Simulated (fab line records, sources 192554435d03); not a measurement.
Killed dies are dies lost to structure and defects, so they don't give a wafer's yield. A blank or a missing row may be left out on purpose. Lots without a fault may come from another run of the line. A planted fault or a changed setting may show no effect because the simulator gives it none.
A struck lot beside a sound one | flow n5_finfet | 19 steps out of a route of 1938
Sound: wafers L111.3, L111.5, L111.6. Struck: wafers L126.2, L126.3, L126.6. The cause comes at the end.
At each step with rows: each side's tool, then ch and its chambers, then its first start. Under that, the readings that differ: sound wafers | struck wafers | difference of the means | sigmas: that difference in standard deviations of wafers without a fault.
alike: readings whose means differ by less than 2 such deviations, and words and numbers that are the same on both sides. not compared: withheld readings, readings that some wafer has no value for, bounds like >300 that may hide the same value, and numbers for which the record gives no deviation and whose values overlap.
The two part at a step that has a row with sigmas, a row that says differs or no value, or rows on one side only. Numbers that don't overlap but have no deviation are shown without sigmas and don't part them. A reading that every wafer of one side lacks parts them only if that side has two wafers or more.

N5_PMOS_HMC_CHANNEL_EPI_OVL_MEAS_10:
  sound on overlay-01 ch 0, day 2 05:07; struck on overlay-01 ch 0, day 5 23:07
  alike: PMOS_HMC_BLK_OVL
N5_PMOS_HMC_CHANNEL_EPI_INSPECT_11: inspects for defects (macro).
  sound on defect_inspect-02, day 2 05:08; struck on defect_inspect-02, day 5 23:08
  alike: raw_defect_count
then, 2 steps without rows for these wafers: N5_PMOS_HMC_CHANNEL_EPI_DESCUM_14 (chemistry O2, time 7.9 s); N5_PMOS_HMC_CHANNEL_EPI_ETCH_32 (etches BARC in N2/H2, stops on SiO2, target depth 85.8 nm, time 50.3 s).
N5_PMOS_HMC_CHANNEL_EPI_HM_OPEN_15: chemistry CHF3/O2, target SiO2, target depth 40.6 nm, time 20.3 s.
  sound on rie_diel-02 ch 2,3, day 2 05:15; struck on rie_diel-06 ch 0,1,2, day 5 23:23
  alike: drypump_motor_current_A, oes_product_au, rf_vpp_V, showerhead_plenum_p_Torr, throttle_valve_pct
  not compared: rf_hours_counter_h
N5_PMOS_HMC_CHANNEL_EPI_STRIP_33: strips in N2/H2.
  sound on rie_diel-02 ch 2,3, day 2 05:19; struck on rie_diel-06 ch 0,1,2, day 5 23:26
  alike: drypump_motor_current_A, oes_product_au, rf_vpp_V, showerhead_plenum_p_Torr, throttle_valve_pct
  not compared: rf_hours_counter_h
then, 1 step without rows for these wafers: N5_PMOS_HMC_CHANNEL_EPI_STRIP_17 (strips in SPM, time 750 s).
N5_PMOS_HMC_CHANNEL_EPI_ETCH_38: etches SiO2 in CF4, target depth 1.5 nm.
  sound on rie_si-04 ch 1,2, day 2 05:37; struck on rie_si-02 ch 0,1,2, day 5 23:44
  reading               | sound             | struck            | difference | sigmas
  oes_product_au (a.u.) | 0.968 0.989 0.965 | 1.023 1.028 1.004 | +0.044     | +2
  alike: drypump_motor_current_A, throttle_valve_pct
  not compared: rf_hours_counter_h
N5_PMOS_HMC_CHANNEL_EPI_FIN_RECESS_16: chemistry HBr/Cl2, target Si, target depth 54 nm, time 18 s.
  sound on rie_si-04 ch 1,2, day 2 05:38; struck on rie_si-02 ch 0,1,2, day 5 23:46
  alike: drypump_motor_current_A, oes_product_au, throttle_valve_pct
  not compared: rf_hours_counter_h
then, 3 steps without rows for these wafers: N5_PMOS_HMC_CHANNEL_EPI_PRECLEAN_36 (cleans in O3/DIW, time 45 s); N5_PMOS_HMC_CHANNEL_EPI_PRECLEAN_18 (cleans in DHF, time 30 s); N5_PMOS_HMC_CHANNEL_EPI_SRD_19 (time 30 s).
N5_PMOS_HMC_CHANNEL_EPI_EPI_20: deposits SiGe30, target thk 59 nm.
  sound on epi_rpcvd-04 ch 0, day 2 06:20; struck on epi_rpcvd-04 ch 0, day 6 00:08
  alike: lamp_inner_pct
then, 2 steps without rows for these wafers: N5_PMOS_HMC_CHANNEL_EPI_HM_STRIP_35 (strips SiO2 in dHF, material SiO2, target depth 39.6 nm, time 216 s); N5_PMOS_HMC_CHANNEL_EPI_SRD_39 (time 30 s).
N5_PMOS_HMC_CHANNEL_EPI_CMP_21: polishes SiGe30, target thk 54 nm.
  sound on cmp-01 ch 0,3, day 2 07:34; struck on cmp-02 ch 0,2,3, day 6 01:16
  alike: motor_current_A
N5_PMOS_HMC_CHANNEL_EPI_THK_MEAS_22:
  sound on film_metro-01, day 2 07:50; struck on film_metro-02, day 6 01:34
  reading          | sound          | struck         | difference | sigmas
  HMC_CMP_THK (nm) | 53.4 53.2 53.4 | 42.6 43.0 42.2 | -10.7      | -11
then, 1 step without rows for these wafers: N5_PMOS_HMC_CHANNEL_EPI_PRECLEAN_40 (cleans in DHF, time 30 s).
-- the record jumps here: 11 days lie between the struck wafers' starts before and after (it left off in module PMOS_HMC_CHANNEL_EPI and takes up again in module PASSIVATION, whose first step shown is number 1936 of the route) --
N5_PASSIVATION_PROBE_49:
  the record has rows for the struck wafers here (prober-01, day 16 21:37) and none for the sound ones

WHERE THEY PART
First at N5_PMOS_HMC_CHANNEL_EPI_ETCH_38; last, within this record, at N5_PASSIVATION_PROBE_49.

WHY: what the simulator had put in
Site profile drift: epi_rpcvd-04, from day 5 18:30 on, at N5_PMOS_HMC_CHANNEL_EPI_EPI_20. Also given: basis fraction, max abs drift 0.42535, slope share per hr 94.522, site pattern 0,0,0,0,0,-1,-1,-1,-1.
